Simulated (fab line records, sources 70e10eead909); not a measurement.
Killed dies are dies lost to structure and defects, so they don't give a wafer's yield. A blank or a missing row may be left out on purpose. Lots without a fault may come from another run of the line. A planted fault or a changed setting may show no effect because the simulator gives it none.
Chamber matching | flow nand_harc | NHARC_A_STAIRCASE_ETCH_253 on rie_diel-03: 4 sister chambers
The step etches the open film in C4F8/O2, target depth 50 nm, time 20.2 s. 14 wafers are shown with their chamber, then 7 later ones without.

WAFERS WITH THEIR CHAMBER
wafer  | chamber | rf_vpp_V (V) | oes_product_au (a.u.)
L078.3 | 2       | 905          | 0.963
L078.4 | 1       | 887          | 0.941
L078.6 | 2       | 904          | 0.972
L085.1 | 1       | 905          | 0.965
L085.4 | 2       | 904          | 0.986
L085.6 | 1       | 907          | 0.957
L087.2 | 3       | 907          | 0.958
L087.4 | 1       | 905          | 0.958
L087.5 | 3       | 906          | 0.954
L089.1 | 2       | 903          | 0.947
L089.3 | 1       | 905          | 0.924
L089.5 | 1       | 905          | 0.940
L088.3 | 1       | 905          | 0.965
L088.4 | 0       | 887          | 0.962

SIGNATURES (means of the wafers above)
reading        | chamber 0 | chamber 1 | chamber 2 | chamber 3 | scatter within a chamber
rf_vpp_V       | 887.00    | 902.71    | 904.00    | 906.50    | 5.42
oes_product_au | 0.96200   | 0.95000   | 0.96700   | 0.95600   | 0.0149
Rule: a wafer's distance from a chamber is the root of the sum, over the readings, of the square of ((its reading less the chamber's mean) divided by the reading's scatter). The wafer belongs to the nearest chamber; if the next one is less than 2 further off, it can't be placed. The scatter: the root of (the sum of the squares of (reading less its chamber's mean) over the shown wafers, divided by (wafers less chambers)).

WAFERS WITHOUT THEIR CHAMBER
wafer  | rf_vpp_V (V) | oes_product_au (a.u.)
L088.5 | 903          | 0.950
L092.1 | 905          | 0.956
L092.4 | 905          | 0.935
L092.5 | 888          | 0.944
L091.2 | 905          | 0.960
L091.4 | 904          | 0.963
L091.5 | 906          | 0.959

WHICH CHAMBER EACH WENT THROUGH
wafer  | from the rows above          | in truth
L088.5 | can't be placed: 1 or 3 or 2 | 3
L092.1 | can't be placed: 3 or 1 or 2 | 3
L092.4 | can't be placed: 1 or 3 or 2 | 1
L092.5 | can't be placed: 0 or 1      | 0
L091.2 | can't be placed: 3 or 2 or 1 | 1
L091.4 | can't be placed: 2 or 3 or 1 | 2
L091.5 | can't be placed: 3 or 2 or 1 | 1
Placed correctly: 0 of 7. Can't be placed from these rows: 7 (the true chamber is among the candidates in 7). Placed wrongly: 0.
